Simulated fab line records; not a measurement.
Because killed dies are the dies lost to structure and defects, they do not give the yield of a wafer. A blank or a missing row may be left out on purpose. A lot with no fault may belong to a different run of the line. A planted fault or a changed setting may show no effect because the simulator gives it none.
fab line records	flow n5Finfet
record: lots: 9	wafers: 25	lastDay: 19
route steps=1938 shown BEOL_M3@953 BEOL_M4@1111
lots untouched by any fault: they come from a run of this same line in which no faults occurred
startH: start of the lot's first displayed wafer, in hours after the record's first day	waitH: hours since the lot's step before	" the same as in the row above	L1.1+2: several wafers, shown together as one row	- value missing, or start not given	* or withheld: withheld	< > ~ a bound
route shown NAME@n: NAME is a module with steps in the file, n the number in the route of the first one	usual: the fault-free wafers' mean and standard deviation	same: alike in all rows	chamber/n: place in a boat	sites: readings site by site	_std_site: the values' standard deviation	_edge_site: outer sites' mean less inner sites'	radiusMm: how far each site lies from the wafer's centre	mask NAME#n: copy n	behind: the tool/chamber that last shaped the wafer	hold: what put the lot on hold/how long, in hours/how the hold closed	device: whichever transistor did not switch (one of n, p or np)	end of line: the same wafers' tests at the end of the route	for a step that has no rows: nothing shown but its recipe	killed: dies lost to structure and defects at the first sort, not the wafer's yield	map: per-die view of a wafer (x killed, . not killed, _ where there is no die)
set.NAME: setting as actually run; set.NAME@STEP: the setting as run at that earlier step	model.NAME: the simulator's own value behind a step, which no gauge read
route steps across a sampled set of lots; one table per step, one row per wafer
services: the hour from which a tool's chamber was out of use, counted from the record's first day as startH (under 0 if before that day), plus the number of hours and why
== steps ==
step: N5_BEOL_M3_STRIP_66
recipe: chemistry: CF4	resist: SiARC	powerW: 300	biasPowerW: 75	pressureMtorr: 50	cf4FlowSccm: 150	rfFrequencyHz: 6e+07
usual: drypumpMotorCurrentA: 5.4/0.44	oesProductAu: 0.77/0.069	rfVppV: 271.1/1.3	showerheadPlenumPTorr: 1.79/0.034	throttleValvePct: 13.56/0.26
lot.wafer	tool	chamber	startH	waitH	drypumpMotorCurrentA	oesProductAu	rfHoursCounterH	rfVppV	showerheadPlenumPTorr	throttleValvePct
L986.4	rieDiel-06	3	155.91	0.0	5.2	0.69	-	271.3	1.77	13.95
L986.5	"	0	"	"	5.4	0.73	-	270.2	1.78	13.80
L986.6	"	2	"	"	5.8	0.78	-	273.2	1.81	13.62
L991.2	rieDiel-03	3	187.72	0.0	5.4	0.74	147	270.9	1.79	13.82
L991.3	"	2	"	"	5.7	0.70	187	271.8	1.86	13.49
L991.6	"	3	"	"	5.4	0.75	-	270.2	1.79	13.82
L994.2	rieDiel-03	3	201.05	0.0	5.4	0.74	151	271.0	1.79	13.83
L994.3	"	0	"	"	6.2	0.90	17	270.7	1.76	13.22
L994.6	"	3	"	"	5.4	0.75	-	271.3	1.79	13.83
L996.2	rieDiel-05	0	212.33	0.0	4.9	0.69	229	269.5	1.77	13.92
L996.5	"	0	"	"	4.9	0.69	-	269.8	1.77	13.92
L997.4	rieDiel-05	3	228.54	0.0	5.4	0.75	139	270.5	1.80	13.39
L997.5	"	1	"	"	4.9	0.84	-	270.0	1.74	13.31
L997.6	"	0	"	"	4.9	0.68	-	270.6	1.77	13.94
L999.2	rieDiel-05	1	248.67	0.0	4.9	0.84	77	269.3	1.74	13.32
L999.5	"	1	"	"	4.9	0.83	-	268.8	1.74	13.32
L103.2	rieDiel-05	3	257.66	0.0	5.4	0.75	146	272.0	1.79	13.39
L103.5	"	1	"	"	4.9	0.83	-	268.9	1.74	13.32
L103.6	"	0	"	"	4.9	0.68	-	271.2	1.77	13.94
L105.1	rieDiel-03	3	274.17	0.0	5.4	0.72	171	271.0	1.78	13.88
L105.2	"	2	"	"	5.8	0.69	210	270.9	1.85	13.51
L105.3	"	0	"	"	6.2	0.85	34	269.5	1.76	13.25
L107.4	rieDiel-03	0	298.86	0.0	6.2	0.85	41	268.9	1.76	13.27
L107.5	"	1	"	"	5.1	0.78	-	270.2	1.80	13.42
L107.6	"	2	"	"	5.8	0.68	-	272.4	1.85	13.53
step: N5_BEOL_M3_ETCH_77
recipe: chemistry: N2/H2	target: underlayer	targetDepthA: 65	maskMaterial: CAR-EUV	timeS: 5.2	ionEnergyEv: 200	pressureMtorr: 30	sourceW: 840	biasW: 150	n2FlowSccm: 200	h2FlowSccm: 200	ends: cleared
usual: drypumpMotorCurrentA: 5.5/0.42	etchRfOnTimeS: 5.17/0.087	oesProductAu: 0.68/0.07	rfVppV: 524.0/2.1	showerheadPlenumPTorr: 2.54/0.057	throttleValvePct: 17.82/0.25
lot.wafer	tool	chamber	startH	waitH	drypumpMotorCurrentA	etchRfOnTimeS	oesProductAu	rfHoursCounterH	rfVppV	showerheadPlenumPTorr	throttleValvePct
L986.4	rieDiel-03	2	156.63	0.0	5.7	5.31	0.60	-	527.9	2.62	17.54
L986.5	"	0	"	"	6.2	5.02	0.82	-	521.5	2.50	17.50
L986.6	"	1	"	"	5.1	5.15	0.71	-	524.0	2.57	17.63
L991.2	rieDiel-05	0	188.42	0.0	4.9	5.21	0.58	222	522.1	2.51	18.11
L991.3	"	3	"	"	5.4	5.22	0.65	129	524.0	2.55	17.57
L991.6	"	3	"	"	5.4	5.20	0.64	-	525.7	2.55	17.58
L994.2	rieDiel-03	3	201.76	0.0	5.4	5.17	0.65	151	525.6	2.55	18.13
L994.3	"	1	"	"	5.1	5.17	0.71	90	526.1	2.57	17.67
L994.6	"	3	"	"	5.4	5.18	0.64	-	524.0	2.55	18.15
L996.2	rieDiel-05	0	213.03	0.0	4.9	5.21	0.59	229	521.4	2.51	18.14
L996.5	"	0	"	"	4.9	5.18	0.59	-	523.7	2.51	18.12
L997.4	rieDiel-05	1	229.45	0.0	4.9	5.21	0.74	72	522.6	2.47	17.57
L997.5	"	1	"	"	4.9	5.16	0.72	-	520.5	2.47	17.56
L997.6	"	0	"	"	4.9	5.28	0.58	-	524.4	2.51	18.13
L999.2	rieDiel-06	0	249.49	0.0	5.4	5.22	0.61	222	522.1	2.51	18.13
L999.5	"	3	"	"	5.2	5.11	0.80	-	523.8	2.48	17.69
L103.2	rieDiel-03	1	258.52	0.0	5.1	5.22	0.68	105	523.0	2.56	17.67
L103.5	"	1	"	"	5.1	5.18	0.67	-	525.2	2.56	17.67
L103.6	"	0	"	"	6.3	5.14	0.77	-	520.8	2.49	17.54
L105.1	rieDiel-03	0	274.99	0.0	6.2	5.03	0.77	34	522.6	2.49	17.57
L105.2	"	3	"	"	5.4	5.10	0.64	171	525.0	2.54	18.22
L105.3	"	2	"	"	5.8	5.34	0.59	210	526.0	2.61	17.62
L107.4	rieDiel-05	2	299.82	0.0	5.8	5.05	0.67	-	525.4	2.55	18.21
L107.5	"	3	"	"	5.4	5.25	0.63	-	526.5	2.53	17.60
L107.6	"	1	"	"	4.9	5.11	0.71	-	523.3	2.46	17.60
step: N5_BEOL_M3_STRIP_36
recipe: chemistry: N2/H2	powerW: 450	tempC: 40	pressureMtorr: 20	rfFrequencyHz: 6e+07	overashFraction: 0.3	biasPowerW: 7	h2Frac: 0.5	n2FlowSccm: 200	h2FlowSccm: 200
usual: drypumpMotorCurrentA: 5.5/0.39	oesProductAu: 0.78/0.081	rfVppV: 59.1/1.3	showerheadPlenumPTorr: 2.54/0.062	throttleValvePct: 23.62/0.26
lot.wafer	tool	chamber	startH	waitH	drypumpMotorCurrentA	oesProductAu	rfHoursCounterH	rfVppV	showerheadPlenumPTorr	throttleValvePct
L986.4	rieDiel-05	3	157.06	0.0	5.4	0.76	119	59.1	2.55	23.29
L986.5	"	2	"	"	5.8	0.82	-	55.2	2.56	23.98
L986.6	"	3	"	"	5.4	0.77	-	59.1	2.55	23.30
L991.2	rieDiel-06	2	191.87	0.0	5.9	0.78	109	59.2	2.56	23.64
L991.3	"	0	"	"	5.4	0.71	208	59.3	2.51	23.88
L991.6	"	2	"	"	5.9	0.79	-	60.5	2.56	23.65
L994.2	rieDiel-05	2	203.80	0.0	5.8	0.81	108	59.1	2.55	23.98
L994.3	"	1	"	"	4.9	0.85	65	58.2	2.47	23.30
L994.6	"	1	"	"	4.9	0.88	-	59.4	2.47	23.27
L996.2	rieDiel-05	1	222.54	0.0	5.0	0.86	70	60.2	2.47	23.33
L996.5	"	1	"	"	5.0	0.85	-	59.0	2.47	23.31
L997.4	rieDiel-05	2	233.79	0.0	5.9	0.79	115	58.5	2.55	23.96
L997.5	"	2	"	"	5.9	0.79	-	58.9	2.55	24.01
L997.6	"	1	"	"	4.9	0.85	-	58.3	2.47	23.30
L999.2	rieDiel-05	0	253.58	0.0	4.9	0.67	239	57.7	2.50	23.84
L999.5	"	1	"	"	4.9	0.84	-	58.2	2.47	23.30
L103.2	rieDiel-03	0	260.61	0.0	6.3	0.89	30	58.0	2.48	23.39
L103.5	"	3	"	"	5.4	0.72	-	58.8	2.54	23.96
L103.6	"	0	"	"	6.3	0.89	-	58.1	2.48	23.37
L105.1	rieDiel-03	0	276.53	0.0	6.3	0.89	34	59.2	2.48	23.40
L105.2	"	2	"	"	5.8	0.69	210	59.8	2.61	23.30
L105.3	"	3	"	"	5.4	0.74	171	60.9	2.53	23.97
L107.4	rieDiel-06	0	307.30	0.0	5.4	0.70	240	57.7	2.50	23.92
L107.5	"	2	"	"	5.8	0.75	-	58.9	2.54	23.69
L107.6	"	3	"	"	5.2	0.91	-	59.9	2.47	23.48
step: N5_BEOL_M3_TRENCH_ETCH_37
recipe: chemistry: C4F6/O2	targetDepthA: 555.55	target: SiOC	timeS: 29.2	ionEnergyEv: 250	pressureMtorr: 30	sourceW: 355	biasW: 185	Ar_flow_sccm: 300	C4F6_flow_sccm: 10	O2_flow_sccm: 10
usual: drypumpMotorCurrentA: 5.5/0.39	mfcArSccm: 300.2/0.87	oesProductAu: 0.78/0.08	rfVppV: 665/7.3	showerheadPlenumPTorr: 2.85/0.068	throttleValvePct: 20.90/0.23
lot.wafer	tool	chamber	startH	waitH	drypumpMotorCurrentA	mfcArSccm	oesProductAu	rfHoursCounterH	rfVppV	showerheadPlenumPTorr	throttleValvePct
L986.4	rieDiel-05	3	157.10	-	5.4	299.0	0.77	119	681	2.87	20.66
L986.5	"	2	"	"	5.9	301.0	0.82	-	662	2.87	21.18
L986.6	"	3	"	"	5.4	300.0	0.76	-	682	2.87	20.67
L991.2	rieDiel-06	2	191.91	-	5.9	300.9	0.78	109	662	2.87	20.95
L991.3	"	0	"	"	5.4	301.4	0.72	208	659	2.83	21.12
L991.6	"	2	"	"	5.8	299.6	0.79	-	665	2.87	20.96
L994.2	rieDiel-05	2	203.84	-	5.8	299.1	0.81	108	662	2.86	21.18
L994.3	"	1	"	"	4.9	298.5	0.85	65	671	2.78	20.64
L994.6	"	1	"	"	4.9	300.0	0.86	-	671	2.78	20.63
L996.2	rieDiel-05	1	222.58	-	4.9	300.9	1.11	71	671	2.77	20.70
L996.5	"	1	"	"	4.9	299.4	1.11	-	671	2.78	20.69
L997.4	rieDiel-05	2	233.83	-	5.8	299.5	0.80	115	662	2.86	21.20
L997.5	"	2	"	"	5.9	300.6	1.05	-	664	2.86	21.25
L997.6	"	1	"	"	4.9	299.9	0.85	-	671	2.77	20.66
L999.2	rieDiel-05	0	253.62	-	4.9	298.5	0.88	239	659	2.81	21.22
L999.5	"	1	"	"	4.9	300.8	1.11	-	672	2.77	20.71
L103.2	rieDiel-03	0	260.65	-	6.3	301.0	0.89	30	659	2.79	20.59
L103.5	"	3	"	"	5.4	300.5	0.73	-	656	2.84	21.19
L103.6	"	0	"	"	6.3	300.3	0.87	-	660	2.79	20.61
L105.1	rieDiel-03	0	276.57	-	6.3	299.8	0.87	34	661	2.79	20.61
L105.2	"	2	"	"	5.8	298.6	0.69	211	668	2.93	20.66
L105.3	"	3	"	"	5.4	300.7	0.74	171	655	2.84	21.20
L107.4	rieDiel-06	0	307.34	-	5.4	298.7	0.70	240	656	2.81	21.17
L107.5	"	2	"	"	5.8	300.7	0.75	-	664	2.85	21.00
L107.6	"	3	"	"	5.2	300.0	0.91	-	661	2.78	20.83
step: N5_BEOL_M3_OCD_MEAS_38
usual: trenchDepthNm: 55.4/0.86
lot.wafer	tool	chamber	startH	waitH	trenchDepthNm
L986.4	ocd-02	-	157.26	-	55.4
L986.5	"	-	"	"	55.3
L986.6	"	-	"	"	55.1
L991.2	ocd-01	-	192.06	-	56.4
L991.3	"	-	"	"	54.3
L991.6	"	-	"	"	56.5
L994.2	ocd-02	-	204.00	-	55.5
L994.3	"	-	"	"	55.7
L994.6	"	-	"	"	55.5
L996.2	ocd-01	-	222.74	-	82.8
L996.5	"	-	"	"	83.1
L997.4	ocd-01	-	233.99	-	55.9
L997.5	"	-	"	"	82.6
L997.6	"	-	"	"	55.7
L999.2	ocd-02	-	253.78	-	81.3
L999.5	"	-	"	"	82.7
L103.2	ocd-01	-	260.81	-	56.4
L103.5	"	-	"	"	55.7
L103.6	"	-	"	"	55.8
L105.1	ocd-02	-	276.72	-	56.4
L105.2	"	-	"	"	54.7
L105.3	"	-	"	"	55.7
L107.4	ocd-01	-	307.49	-	54.2
L107.5	"	-	"	"	55.8
L107.6	"	-	"	"	56.6
step: N5_BEOL_M4_RC_MEAS_101
usual: DIBL_N: 36.2/1.2	DIBL_P: 36.3/1.3	IOFF_N: 0.155/0.019	IOFF_P: 0.210/0.029	ION_N: 677/8.6	ION_P: 465/6.8	SS_N: 71.4/0.48	SS_P: 73.2/0.53	VT_N: 249.9/2.4	VT_P: -250/3.2
lot.wafer	tool	chamber	startH	waitH	DIBL_N[mV/V]	DIBL_P[mV/V]	IOFF_N[nA/um]	IOFF_P[nA/um]	ION_N[uA/um]	ION_P[uA/um]	SS_N[mV/dec]	SS_P[mV/dec]	VT_N[mV]	VT_P[mV]
L986.4	prober-01	0	176.70	0.5	35.3	36.5	0.138	0.190	682	470	70.8	73.2	250.0	-251
L986.5	"	0	"	"	36.7	38.1	0.162	0.215	675	464	72.0	73.5	250.2	-249
L986.6	"	0	"	"	34.3	35.1	0.116	0.163	674	460	70.3	72.9	257.5	-254
L991.2	prober-02	0	216.28	0.2	35.7	36.7	0.176	0.239	682	470	71.8	72.9	251.2	-250
L991.3	"	0	"	"	34.8	35.9	0.147	0.219	680	474	70.9	74.0	250.3	-252
L991.6	"	0	"	"	33.7	34.1	0.128	0.190	681	467	70.7	73.0	250.1	-250
L994.2	prober-01	0	224.86	0.2	37.3	38.1	0.192	0.255	688	467	71.8	74.0	248.3	-245
L994.3	"	0	"	"	35.2	36.1	0.156	0.230	674	461	71.5	73.6	248.8	-245
L994.6	"	0	"	"	35.7	36.5	0.164	0.228	676	467	71.1	72.9	248.3	-249
L996.2	prober-01	0	253.72	0.2	37.7	37.8	0.204	0.267	678	470	71.8	73.8	246.3	-248
L996.5	"	0	"	"	37.3	37.2	0.191	0.256	685	471	71.7	74.4	246.6	-248
L997.4	prober-01	0	261.68	0.5	35.9	36.1	0.138	0.197	662	462	71.7	73.6	251.8	-250
L997.5	"	0	"	"	34.9	34.8	0.127	0.173	664	461	71.5	72.1	252.5	-252
L997.6	"	0	"	"	37.9	38.3	0.181	0.234	681	466	72.2	73.4	248.7	-250
L999.2	prober-02	0	273.99	0.2	35.4	37.3	0.158	0.225	674	462	71.5	74.0	251.2	-249
L999.5	"	0	"	"	35.6	37.5	0.172	0.238	680	472	70.5	73.7	248.5	-246
L103.2	prober-02	0	282.73	0.2	36.5	37.6	0.155	0.216	672	464	70.9	73.4	250.2	-248
L103.5	"	0	"	"	35.7	36.6	0.142	0.194	676	464	71.5	73.3	251.9	-251
L103.6	"	0	"	"	36.0	37.3	0.145	0.219	676	463	71.8	73.5	251.1	-248
L105.1	prober-02	0	303.74	0.0	34.4	35.3	0.122	0.160	668	457	70.6	72.8	253.7	-255
L105.2	"	0	"	"	35.5	36.5	0.139	0.180	681	462	71.3	73.1	249.6	-254
L105.3	"	0	"	"	35.8	36.0	0.135	0.172	664	452	71.3	72.6	249.5	-251
L107.4	prober-02	0	329.51	0.5	36.7	36.1	0.170	0.206	676	466	71.5	73.0	247.0	-251
L107.5	"	0	"	"	36.6	35.9	0.166	0.199	676	461	70.6	73.5	250.3	-252
L107.6	"	0	"	"	37.7	38.0	0.184	0.240	690	471	72.1	73.9	245.6	-249
== services ==
tool	chamber	startH	hours	kind
rieDiel-06	1	144.27	14.9	repair
rieDiel-03	3	152.15	13.5	repair
rieDiel-03	-	157.17	10.0	pm
rieDiel-06	1	161.77	-	clean
rieDiel-06	1	161.77	-	consumableReplace:focusRing
rieDiel-06	1	161.77	-	consumableReplace:showerhead
rieDiel-05	3	175.74	3.6	repair
rieDiel-06	3	180.34	-	clean
rieDiel-06	3	180.34	-	consumableReplace:focusRing
rieDiel-06	3	180.34	15.5	scheduledDown
rieDiel-06	3	180.34	15.5	ventCycle
rieDiel-03	0	209.33	4.7	repair
rieDiel-06	0	235.18	4.9	repair
rieDiel-03	0	268.47	1.5	repair
rieDiel-05	0	280.12	21.8	repair
== key ==
firstSign: step: N5_BEOL_M3_TRENCH_ETCH_37	reading: oesProductAu	direction: up	sigmas: 3.4	usual: 0.78	struck: 1.05
effect: step: N5_BEOL_M3_OCD_MEAS_38	reading: trenchDepthNm	direction: up	sigmas: 31	usual: 55.4	struck: 82.5
metAt N5_BEOL_M3_TRENCH_ETCH_37
struckLots L996,L997,L999
struckWafers L996.2,L996.5,L997.5,L999.2,L999.5
notActingAt N5_BEOL_M3_STRIP_66,N5_BEOL_M3_ETCH_77,N5_BEOL_M3_STRIP_36
onsetBetween 203.84 222.58
fault: kind: processParameterDrift	tool: rieDiel-05	chamber: -	onsetH: 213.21	steps: N5_BEOL_M3_TRENCH_ETCH_37	channel: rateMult	offset: 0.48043	shape: step	endH: 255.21	scope: struckWafersOnly
